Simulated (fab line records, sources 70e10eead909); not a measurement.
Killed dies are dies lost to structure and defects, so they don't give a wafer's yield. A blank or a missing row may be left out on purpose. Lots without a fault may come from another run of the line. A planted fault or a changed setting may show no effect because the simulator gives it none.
fab line records | flow nand_harc
record lots=14 wafers=40 last_day=24
route steps=1159 shown A_ZERO_WELL@405 A_ONON_D1@444 A_CHANNEL_HOLE_D1@450
lots that met no fault: from a run of the same line without faults
start_h: hours from the record's first day to the start of the lot's first wafer shown | wait_h: hours since the lot's step before | " the same as in the row above | L1.1+2: a row that stands for several wafers | - no value, or no start given | * or withheld: withheld | < > ~ a bound
route shown NAME@n: a module of which the file shows steps, and the number in the route of the first | usual: mean/standard deviation of fault-free wafers | same: alike in all rows | chamber/n: place in a boat | sites: the reading at each site | _std_site: their standard deviation | _edge_site: outer sites' mean less inner sites' | radius_mm: how far each site lies from the wafer's centre | mask NAME#n: copy n | behind: the tool/chamber that last shaped the wafer | hold: why the lot was held/for how many hours/how that ended | device: the transistor (n, p or np) that didn't switch | end of line: the same wafers' tests at the end of the route | a step without rows: its recipe alone | killed: dies lost to structure and defects at the first sort, not the wafer's yield | map: a wafer's dies, x killed, . not, _ none there
set.NAME: the setting as run; set.NAME@STEP: as run at that earlier step | model.NAME: the simulator's own value behind a step, which no gauge read
steps of the route over a sample of lots; a table a step, a row a wafer
services: from which hour (start_h, from the record's first day; less than 0 if before it) a tool's chamber was out of use, for how many hours, and why
## steps
# step NHARC_A_ZERO_WELL_ETCH_13
# recipe target_depth_a=1200 time_s=40.1 hbr_flow_sccm=150 cl2_flow_sccm=50 rf_w=400 icp_w=400 bias_w=100 chemistry=HBr/Cl2
# usual bias_w=100.00/0.27 drypump_motor_current_A=5.6/0.38 hbr_flow_sccm=150.1/0.45 he_backside_leak_sccm=2.69/0.21 oes_product_au=1.003/0.0076 throttle_valve_pct=26.406/0.0083
# columns lot.wafer tool chamber start_h wait_h bias_w drypump_motor_current_A hbr_flow_sccm he_backside_leak_sccm oes_product_au rf_hours_counter_h throttle_valve_pct
L386.4 rie_si-04 1 144.89 - 99.54 4.9 150.1 2.96 0.998 0.2 26.401
L386.1 " 2 " " 100.09 6.5 149.8 2.81 0.995 0.2 26.402
L386.5 " 3 " " 100.11 5.9 149.5 2.64 1.014 - 26.420
L387.4 rie_si-04 3 147.63 - 100.07 5.9 150.1 2.79 1.009 0.2 26.401
L387.1 " 1 " " 100.02 4.9 150.4 2.89 0.997 0.3 26.392
L387.6 " 0 " " 100.07 5.7 150.1 2.58 1.001 - 26.390
L388.4 rie_si-03 3 148.92 - 100.47 5.8 150.5 2.23 0.991 1.1 26.397
L388.2 " 0 " " 99.91 5.6 150.1 2.73 1.003 1.3 26.410
L388.6 " 1 " " 99.84 5.9 149.9 2.79 1.002 - 26.415
L389.3 rie_si-04 0 157.25 - 99.93 5.7 150.2 2.70 0.991 0.3 26.417
L389.1 " 2 " " 99.97 6.5 150.4 2.90 0.995 0.3 26.406
L389.5 " 0 " " 100.05 5.7 149.9 2.65 1.009 - 26.412
L393.1 rie_si-03 2 178.86 - 99.83 5.2 150.1 2.71 0.999 0.1 26.413
L393.6 " 2 " " 99.30 5.2 150.2 2.77 1.008 - 26.412
L393.5 " 3 " " 99.83 5.8 150.6 2.23 0.999 - 26.407
L392.2 rie_si-04 3 179.60 - 99.96 6.0 149.2 2.64 1.009 0.5 26.420
L392.6 " 0 " " 99.45 5.7 150.2 2.40 1.016 - 26.402
L392.5 " 1 " " 99.43 4.9 150.2 3.04 1.016 - 26.396
L394.2 rie_si-05 3 192.78 - 100.00 5.4 148.9 2.84 1.004 1.0 26.405
L397.2 rie_si-05 0 215.46 - 100.15 5.8 150.4 2.63 0.988 1.1 26.401
L397.3 " 1 " " 100.12 5.7 150.0 2.52 1.018 1.1 26.410
L397.1 " 3 " " 100.13 5.4 148.6 2.81 1.006 1.2 26.396
L402.1 rie_si-03 0 232.21 - 99.96 5.6 150.7 2.82 1.006 0.4 26.406
L402.3 " 2 " " 99.71 5.2 150.4 2.79 1.000 0.5 26.407
L402.5 " 0 " " 100.32 5.6 151.3 2.78 1.009 - 26.401
L403.2 rie_si-03 2 245.84 - 100.46 5.2 149.6 2.75 0.999 0.6 26.400
L403.6 " 1 " " 100.48 5.9 149.4 2.62 1.006 - 26.404
L403.5 " 2 " " 99.83 5.2 150.2 2.86 1.003 - 26.403
L405.3 rie_si-04 0 268.20 - 99.63 5.7 149.5 2.48 1.010 1.2 26.409
L405.4 " 3 " " 100.12 5.9 150.1 2.85 1.009 1.1 26.400
L405.6 " 1 " " 100.39 4.9 149.4 2.86 1.007 - 26.404
L406.2 rie_si-05 3 269.22 - 100.52 5.4 149.9 2.82 1.006 0.2 26.404
L406.1 " 1 " " 100.39 5.7 151.2 2.55 1.005 0.1 26.413
L406.4 " 2 " " 99.75 5.3 149.6 2.40 1.005 0.1 26.406
L407.4 rie_si-03 2 269.64 - 99.96 5.2 150.5 2.98 1.010 0.7 26.418
L407.2 " 3 " " 99.89 5.8 149.6 2.26 1.001 0.6 26.420
L407.3 " 0 " " 100.08 5.6 150.8 2.70 0.991 0.7 26.398
L408.1 rie_si-03 1 277.63 - 99.84 5.9 150.0 2.56 1.012 0.8 26.397
L408.4 " 3 " " 100.18 5.8 150.0 2.42 1.002 0.7 26.412
L408.5 " 1 " " 100.19 5.9 150.2 2.69 0.999 - 26.395
# step NHARC_A_ONON_D1_DEP_28
# recipe target_thk_a=10000 n2_flow_sccm=2750 n2o_flow_sccm=2000 nh3_flow_sccm=500 sih4_flow_sccm=210 temp_c=400
# columns lot.wafer tool chamber start_h wait_h
L386.1+4+5 pecvd_onon-01 0 177.23 0.1
L387.1+4+6 pecvd_onon-02 0 184.49 0.1
L388.2+4+6 pecvd_onon-01 0 184.55 0.1
L389.1+3+5 pecvd_onon-04 0 196.20 0.1
L393.1+5+6 pecvd_onon-01 0 217.47 0.1
L392.2+5+6 pecvd_onon-02 0 217.75 0.1
L394.2 pecvd_onon-02 0 226.78 0.1
L397.1+2+3 pecvd_onon-02 0 247.67 0.1
L402.1+3+5 pecvd_onon-01 0 267.12 0.1
L403.2+5+6 pecvd_onon-04 0 284.66 0.1
L406.1+2+4 pecvd_onon-04 0 303.34 0.1
L407.2+3+4 pecvd_onon-01 0 303.62 0.1
L405.3+4+6 pecvd_onon-04 0 303.81 0.2
L408.1+4+5 pecvd_onon-01 0 311.77 0.1
# step NHARC_A_ONON_D1_THK_MEAS_30
# recipe thk_meas_gauge=ellipsometry
# usual thk_nm=1002/10
# columns lot.wafer tool chamber start_h wait_h hold thk_nm
L386.1 film_metro-02 - 177.74 - - 1010
L386.4 " - " " - 1009
L386.5 " - " " - 1007
L387.1 film_metro-01 - 185.00 - - 1015
L387.4 " - " " - 1015
L387.6 " - " " - 1015
L388.2 film_metro-02 - 185.00 - - 1005
L388.4 " - " " - 1005
L388.6 " - " " - 1007
L389.1 film_metro-02 - 196.71 - - 988
L389.3 " - " " - 988
L389.5 " - " " - 988
L393.1 film_metro-02 - 217.98 - - 998
L393.5 " - " " - 997
L393.6 " - " " - 997
L392.2 film_metro-02 - 218.20 - - 998
L392.5 " - " " - 998
L392.6 " - " " - 1000
L394.2 film_metro-02 - 227.24 - await_dispo/0.2h/release 1313
L394.2 film_metro-02 - 227.41 0.2 - 1313
L397.1 film_metro-01 - 248.18 - await_dispo/0.2h/release 999
L397.2 " - " " await_dispo/0.2h/release 1311
L397.3 " - " " await_dispo/0.2h/release 997
L397.1 film_metro-01 - 248.35 0.2 - 1000
L397.2 " - " " - 1309
L397.3 " - " " - 999
L402.1 film_metro-02 - 267.64 - - 1005
L402.3 " - " " - 1006
L402.5 " - " " - 1006
L403.2 film_metro-02 - 285.11 - - 1013
L403.5 " - " " - 1016
L403.6 " - " " - 1015
L406.1 film_metro-02 - 303.85 - - 987
L406.2 " - " " - 989
L406.4 " - " " - 990
L407.2 film_metro-02 - 304.07 - - 1009
L407.3 " - " " - 1009
L407.4 " - " " - 1009
L405.3 film_metro-02 - 304.21 - - 1010
L405.4 " - " " - 1011
L405.6 " - " " - 1009
L408.1 film_metro-02 - 312.28 - - 997
L408.4 " - " " - 998
L408.5 " - " " - 999
# step NHARC_A_CHANNEL_HOLE_D1_DEP_00
# recipe target_thk_a=31000 temp_c=400 material=aC
# usual throttle_valve_pct=35.000/0.0089
# columns lot.wafer tool chamber start_h wait_h throttle_valve_pct
L386.1 acl_dep-03 0 180.75 2.5 34.998
L386.4 " 0 " " 34.987
L386.5 " 0 " " 34.997
L387.1 acl_dep-02 0 187.66 2.1 35.010
L387.4 " 0 " " 34.998
L387.6 " 0 " " 35.008
L388.2 acl_dep-01 0 188.15 2.6 34.998
L388.4 " 0 " " 34.991
L388.6 " 0 " " 34.998
L389.1 acl_dep-01 0 197.34 0.1 34.992
L389.3 " 0 " " 35.013
L389.5 " 0 " " 34.997
L393.1 acl_dep-02 0 218.68 0.1 34.992
L393.5 " 0 219.94 1.3 34.984
L393.6 " 0 " " 34.996
L392.2 acl_dep-03 0 219.24 0.4 35.001
L392.5 " 0 " " 35.008
L392.6 " 0 " " 34.980
L397.1 acl_dep-01 0 250.87 0.1 34.994
L397.3 " 0 " " 35.000
L402.1 acl_dep-01 0 269.11 0.9 35.003
L402.3 " 0 " " 35.004
L402.5 " 0 " " 34.991
L403.2 acl_dep-01 0 287.09 1.4 35.011
L403.5 " 0 " " 35.012
L403.6 " 0 " " 34.998
L406.1 acl_dep-02 0 306.16 1.4 35.003
L406.2 " 0 " " 34.994
L406.4 " 0 " " 35.008
L407.2 acl_dep-03 0 306.80 1.9 35.004
L407.3 " 0 " " 35.012
L407.4 " 0 " " 35.006
L405.3 acl_dep-01 0 307.85 2.8 35.001
L405.4 " 0 " " 35.000
L405.6 " 0 " " 35.016
L408.1 acl_dep-02 0 312.92 0.1 34.998
L408.4 " 0 " " 35.002
L408.5 " 0 " " 34.994
# step NHARC_A_CHANNEL_HOLE_D1_ETCH_38
# recipe target_depth_a=390 over_etch_frac=0.3 time_s=65 ion_energy_ev=80 cf4_flow_sccm=150 ar_flow_sccm=0 rf_w=300 bias_w=100 chemistry=CF4
# usual bias_w=100.0/0.3 drypump_motor_current_A=5.7/0.5 oes_product_au=1.003/0.0077 rf_vpp_V=151.2/1.2 showerhead_plenum_p_Torr=1.77/0.069 throttle_valve_pct=13.284/0.0093
# columns lot.wafer tool chamber start_h wait_h bias_w drypump_motor_current_A oes_product_au rf_hours_counter_h rf_vpp_V showerhead_plenum_p_Torr throttle_valve_pct
L386.4 rie_diel-11 1 183.68 0.1 100.1 5.8 0.994 11 151.2 1.73 13.288
L386.1 " 2 " " 99.8 5.1 0.998 12 150.7 1.65 13.270
L386.5 " 3 " " 99.7 5.4 1.000 - 151.6 1.83 13.277
L387.1 rie_diel-10 3 190.62 0.1 99.7 5.5 1.008 0 149.6 1.68 13.293
L387.6 " 3 " " 100.3 5.6 1.018 - 151.1 1.68 13.295
L387.4 " 1 " " 100.5 6.3 1.009 - 151.1 1.81 13.283
L388.2 rie_diel-09 0 190.64 0.1 100.4 6.4 1.004 9 151.9 1.79 13.276
L388.4 " 1 " " 100.0 6.1 1.014 8 153.0 1.88 13.296
L388.6 " 2 " " 99.6 6.0 1.013 - 150.3 1.74 13.285
L389.3 rie_diel-09 2 200.29 0.1 100.0 6.0 0.998 8 151.5 1.74 13.278
L389.1 " 0 " " 99.6 6.4 1.013 9 152.1 1.79 13.286
L389.5 " 3 " " 100.1 5.4 0.996 - 151.9 1.79 13.284
L393.1 rie_diel-11 1 221.50 0.1 100.5 5.8 0.994 1 150.2 1.73 13.292
L393.6 " 2 " " 100.5 5.1 0.990 - 148.4 1.65 13.289
L393.5 " 3 " " 99.5 5.4 0.993 - 153.4 1.83 13.287
L392.2 rie_diel-09 0 221.83 0.1 99.8 6.4 1.000 11 151.1 1.79 13.295
L392.5 " 2 " " 99.5 6.0 1.003 - 150.5 1.74 13.277
L392.6 " 3 " " 100.5 5.4 0.999 - 151.3 1.79 13.290
L397.1 rie_diel-10 2 253.71 0.1 100.0 4.7 1.017 3 153.7 1.83 13.281
L397.3 " 3 " " 100.1 5.5 1.017 3 148.6 1.67 13.273
L402.1 rie_diel-11 0 272.19 0.1 100.0 5.9 1.005 6 152.3 1.83 13.301
L402.3 " 1 " " 100.1 5.8 0.995 6 151.7 1.73 13.274
L402.5 " 1 " " 100.3 5.8 0.997 - 151.2 1.73 13.294
L403.2 rie_diel-10 1 289.74 0.1 100.0 6.4 1.008 7 151.4 1.81 13.276
L403.6 " 0 " " 99.4 5.9 1.008 - 150.5 1.68 13.278
L403.5 " 1 " " 99.8 6.4 1.004 - 150.2 1.81 13.291
L406.1 rie_diel-10 0 309.08 0.1 99.6 5.9 0.997 7 150.2 1.68 13.295
L406.2 " 1 " " 100.3 6.3 0.998 8 153.2 1.81 13.267
L406.4 " 2 " " 100.0 4.7 0.993 7 151.1 1.83 13.287
L407.2 rie_diel-11 3 309.43 0.1 99.5 5.4 0.988 9 151.7 1.83 13.293
L407.3 " 0 " " 99.8 5.9 1.008 9 150.8 1.83 13.269
L407.4 " 1 " " 100.3 5.8 0.994 7 150.4 1.73 13.292
L405.4 rie_diel-10 0 310.05 0.1 99.9 5.9 0.999 7 150.9 1.68 13.273
L405.3 " 2 " " 99.8 4.7 0.998 7 153.3 1.83 13.282
L405.6 " 0 " " 99.9 5.9 0.999 - 149.5 1.68 13.282
L408.4 rie_diel-10 3 315.73 0.1 99.2 5.6 1.007 7 150.6 1.67 13.291
L408.1 " 0 " " 99.8 5.9 1.010 8 149.9 1.68 13.270
L408.5 " 3 " " 99.5 5.6 1.001 - 149.0 1.67 13.295
## services
# columns tool chamber start_h hours kind
rie_diel-10 0 138.67 6.8 repair
rie_si-03 - 155.00 9.0 pm
rie_si-03 0 155.00 9.0 vent_cycle
rie_si-03 1 155.00 9.0 vent_cycle
rie_si-03 2 155.00 9.0 vent_cycle
rie_si-03 3 155.00 9.0 vent_cycle
rie_diel-09 - 159.74 0.3 repair
rie_diel-10 0 163.76 5.2 repair
acl_dep-02 - 170.13 13.0 pm
rie_diel-10 0 171.71 20.7 repair
rie_diel-10 - 176.50 9.0 pm
rie_diel-11 - 189.50 9.0 pm
rie_diel-09 3 192.06 8.1 repair
pecvd_onon-01 - 195.00 13.0 pm
rie_si-03 - 210.10 0.3 repair
acl_dep-03 - 224.31 13.0 pm
pecvd_onon-04 - 237.00 13.0 pm
rie_si-05 - 239.00 9.0 pm
rie_diel-09 - 254.28 9.0 pm
rie_si-04 - 276.00 9.0 pm
rie_diel-10 3 284.25 9.0 repair
pecvd_onon-02 - 292.00 13.0 pm
acl_dep-01 - 294.22 13.0 pm
rie_si-03 3 294.50 6.4 repair
## key
first_sign step=NHARC_A_ONON_D1_THK_MEAS_30 reading=visit direction=added
effect step=NHARC_A_ONON_D1_THK_MEAS_30 reading=thk_nm direction=up sigmas=30 usual=1002 struck=1312
met_at NHARC_A_ONON_D1_DEP_28
struck_lots L394,L397
struck_wafers L394.2,L397.2
later_rows_left_out L394.2,L397.2
sort_left_out L394.2,L397.2
tester_left_out L394,L397
not_acting_at NHARC_A_ZERO_WELL_ETCH_13,NHARC_A_CHANNEL_HOLE_D1_DEP_00,NHARC_A_CHANNEL_HOLE_D1_ETCH_38
onset_between 217.75 226.78
fault kind=process_parameter_drift tool=pecvd_onon-02 chamber=- onset_h=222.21 steps=NHARC_A_ONON_D1_DEP_28 channel=target_thk_a offset=* shape=step end_h=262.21 scope=struck_wafers_only acts_in=* stated=*
# tester_left_out: of these lots the tester's yield and bins aren't shown, on N5 and GAA mostly nor the transistor test; their killed dies are dies lost to structure and defects alone, not to doping, threshold or leakage, so they don't give the yield
# sort_left_out: the simulated sort isn't trusted on such a fault, so these wafers' sort isn't shown, and their yield isn't known
# later_rows_left_out: the simulator's readings of these wafers behind a module that went badly wrong aren't trusted and aren't shown, but for the sort
